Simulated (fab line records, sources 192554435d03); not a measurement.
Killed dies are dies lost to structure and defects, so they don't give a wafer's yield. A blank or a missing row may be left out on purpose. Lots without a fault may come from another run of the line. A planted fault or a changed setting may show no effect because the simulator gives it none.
Chamber matching | flow n5_finfet | N5_BEOL_M2_ETCH_74 on rie_diel-01: 4 sister chambers
The step etches underlayer in N2/H2, target depth 6.5 nm, time 5.2 s. 14 wafers are shown with their chamber, then 7 later ones without.

WAFERS WITH THEIR CHAMBER
wafer  | chamber | showerhead_plenum_p_Torr (Torr) | drypump_motor_current_A (A) | etch_rf_on_time_s (s)
L078.2 | 3       | 2.70                            | 4.9                         | 5.13
L078.4 | 1       | 2.50                            | 5.2                         | 5.16
L078.5 | 1       | 2.50                            | 5.3                         | 5.20
L081.3 | 0       | 2.50                            | 4.9                         | 5.34
L081.4 | 3       | 2.70                            | 4.9                         | 5.09
L081.5 | 3       | 2.70                            | 4.9                         | 5.11
L082.2 | 3       | 2.70                            | 5.0                         | 5.03
L082.3 | 0       | 2.50                            | 4.9                         | 5.32
L082.5 | 1       | 2.50                            | 5.3                         | 5.18
L084.1 | 2       | 2.71                            | 6.4                         | 5.11
L084.3 | 1       | 2.50                            | 5.3                         | 5.16
L084.6 | 0       | 2.50                            | 4.9                         | 5.36
L086.3 | 1       | 2.50                            | 5.3                         | 5.15
L086.4 | 3       | 2.69                            | 4.9                         | 5.12

SIGNATURES (means of the wafers above)
reading                  | chamber 0 | chamber 1 | chamber 2 | chamber 3 | scatter within a chamber
showerhead_plenum_p_Torr | 2.5000    | 2.5000    | 2.7100    | 2.6980    | 0.00283
drypump_motor_current_A  | 4.900     | 5.280     | 6.400     | 4.920     | 0.04
etch_rf_on_time_s        | 5.3400    | 5.1700    | 5.1100    | 5.0960    | 0.0295
Rule: a wafer's distance from a chamber is the root of the sum, over the readings, of the square of ((its reading less the chamber's mean) divided by the reading's scatter). The wafer belongs to the nearest chamber; if the next one is less than 2 further off, it can't be placed. The scatter: the root of (the sum of the squares of (reading less its chamber's mean) over the shown wafers, divided by (wafers less chambers)).

WAFERS WITHOUT THEIR CHAMBER
wafer  | showerhead_plenum_p_Torr (Torr) | drypump_motor_current_A (A) | etch_rf_on_time_s (s)
L086.5 | 2.70                            | 6.4                         | 5.15
L093.1 | 2.69                            | 4.9                         | 5.16
L093.4 | 2.49                            | 5.3                         | 5.12
L093.5 | 2.49                            | 5.3                         | 5.14
L096.1 | 2.70                            | 6.4                         | 5.14
L096.3 | 2.49                            | 5.3                         | 5.19
L096.5 | 2.70                            | 6.4                         | 5.13

WHICH CHAMBER EACH WENT THROUGH
wafer  | from the rows above | in truth
L086.5 | 2                   | 2
L093.1 | 3                   | 3
L093.4 | 1                   | 1
L093.5 | 1                   | 1
L096.1 | 2                   | 2
L096.3 | 1                   | 1
L096.5 | 2                   | 2
Placed correctly: 7 of 7. Can't be placed from these rows: 0. Placed wrongly: 0.
